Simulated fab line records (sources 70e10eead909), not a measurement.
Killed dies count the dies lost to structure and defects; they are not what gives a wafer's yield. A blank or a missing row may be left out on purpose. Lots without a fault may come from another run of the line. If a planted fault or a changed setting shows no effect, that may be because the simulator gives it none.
Struck lot and sound lot, side by side + flow nand_harc + 25 steps out of a route of 1302
Sound: wafers L803.2, L803.3, L803.5. Wafers struck: L813.1, L813.2, L813.6. The cause comes at the end.
At each step with rows: each side's tool, then ch and its chambers, then its first start. Under that, the readings that differ: sound wafers + struck wafers + difference of the means + sigmas: that difference in standard deviations of wafers without a fault.
alike: same words and numbers on both sides, and readings whose means sit less than 2 such deviations apart. not compared: any withheld reading, any reading some wafer has no value for, any bound like >300 that may hide the same value, and any number with overlapping values for which the record gives no deviation.
Wherever a step has rows on one side only, a row that says differs or no value, or a row with sigmas, the two part there. Numbers that don't overlap but have no deviation are shown without sigmas and don't part them. A reading missing from all wafers of one side parts the sides only when that side holds two or more wafers.

first, 2 steps without rows for these wafers: NHARC_A_WL_FILL_PRECLEAN_30 (cleans in dHF, time 10 s); NHARC_A_WL_FILL_SRD_14.
NHARC_A_WL_FILL_ALD_19: deposits TiN, target thk 2 nm, pulse time 3 s, ald cycles 100.
  sound on ald_metal-02 ch 0,3, day 21 12:46; struck on ald_metal-03 ch 0,1, day 25 11:00
  alike: heater_power_w, precursor_pulse_height_rel
NHARC_A_WL_FILL_CVD_20: deposits W, target thk 100 nm, time 74 s.
  sound: cvd_w-02 ch 0,1; struck: cvd_w-02 ch 0,1
  alike: heater_power_w, throttle_valve_pct
NHARC_A_WL_FILL_CMP_12: polishes, t overpolish 30 s, target thk 100 nm.
  sound on cmp-01 ch 0,1,2, day 21 13:11; struck on cmp-01 ch 0,1,2, day 25 11:26
  alike: motor_current_A, overpolish_run_s, slurry_flow_ml_min, time_to_endpoint_s
after that, 1 step had no rows for these wafers: NHARC_A_WL_FILL_SRD_31.
NHARC_A_WL_FILL_INSPECT_15:
  struck on defect_inspect-02, day 25 11:50; sound on defect_inspect-01, day 21 13:37
  alike: raw_defect_count
NHARC_A_CONTACT_DEP_24: deposits SiO2, target thk 500 nm.
  sound on pecvd-04 ch 0,1, day 21 13:41; struck on pecvd-03 ch 0,1,2, day 25 11:55
| reading            | sound       | struck      | difference | sigmas |
|--------------------|-------------|-------------|------------|--------|
| heater_power_w (W) | 606 846 869 | 613 442 417 | -283       | -2     |
  alike: showerhead_vpp_V, throttle_valve_pct
NHARC_A_CONTACT_DEP_28: deposits aC, target thk 7000 nm.
  sound on acl_dep-01 ch 0, day 21 20:25; struck on acl_dep-01 ch 0, day 25 12:52
  alike: throttle_valve_pct
NHARC_A_CONTACT_DEP_29: deposits SiON, target thk 100 nm.
  sound on pecvd-03 ch 0,1,2, day 22 00:02; struck on pecvd-03 ch 0,1, day 25 17:09
  alike: heater_power_w, showerhead_vpp_V
then, 10 steps without rows for these wafers: NHARC_A_CONTACT_DEHYDRATE_32 (time 120 s); NHARC_A_CONTACT_HMDS_33 (time 30 s); NHARC_A_CONTACT_COAT_34 (time 75 s); NHARC_A_CONTACT_COAT_35 (time 65 s); NHARC_A_CONTACT_COAT_36 (resist thk 90 nm); NHARC_A_CONTACT_SOFTBAKE_37 (time 55 s); NHARC_A_CONTACT_EBR_38; NHARC_A_CONTACT_EXPOSE_39 (exposes mask A CC 3); NHARC_A_CONTACT_PEB_40 (peb time 65 s); NHARC_A_CONTACT_DEVELOP_41 (develop time 35 s).
NHARC_A_CONTACT_CD_MEAS_42: target cd 300 nm.
  sound on cd_sem-01 ch 0, day 22 00:36; struck on cd_sem-03 ch 0, day 25 17:43
  alike: cd_nm
NHARC_A_CONTACT_OVL_MEAS_43:
  struck on overlay-02, day 25 17:48; sound on overlay-02, day 22 00:41
  alike: overlay_x_nm, overlay_y_nm
NHARC_A_CONTACT_INSPECT_44:
  struck on defect_inspect-01, day 25 17:50; sound on defect_inspect-02, day 22 00:43
| reading          | sound    | struck      | difference | sigmas |
|------------------|----------|-------------|------------|--------|
| raw_defect_count | 55 58 62 | 832 847 863 | +789       | +21    |
then, 1 step without rows for these wafers: NHARC_A_CONTACT_DESCUM_47 (chemistry O2, time 3 s).
-- record jumps: 3 days between struck wafers' starts before vs after; left off in module A_CONTACT, resumes in module END, first step shown is number 1302 of the route --
NHARC_END_SORT_01:
  sound on prober-02 ch 0, day 25 01:22; struck on prober-01 ch 0, day 28 15:08
| reading         | sound    | struck      | difference | sigmas |
|-----------------|----------|-------------|------------|--------|
| killed_at_array | 39 38 45 | 148 139 140 | +102       | +6     |
| killed_dies     | 48 43 54 | 154 147 148 | +101       | +6     |
  alike: killed_at_other, killed_at_periphery, killed_open, killed_short

## WHERE THEY PART
Earliest at NHARC_A_CONTACT_DEP_24; latest, in this record, at NHARC_END_SORT_01.

WHY: the cause the simulator had injected
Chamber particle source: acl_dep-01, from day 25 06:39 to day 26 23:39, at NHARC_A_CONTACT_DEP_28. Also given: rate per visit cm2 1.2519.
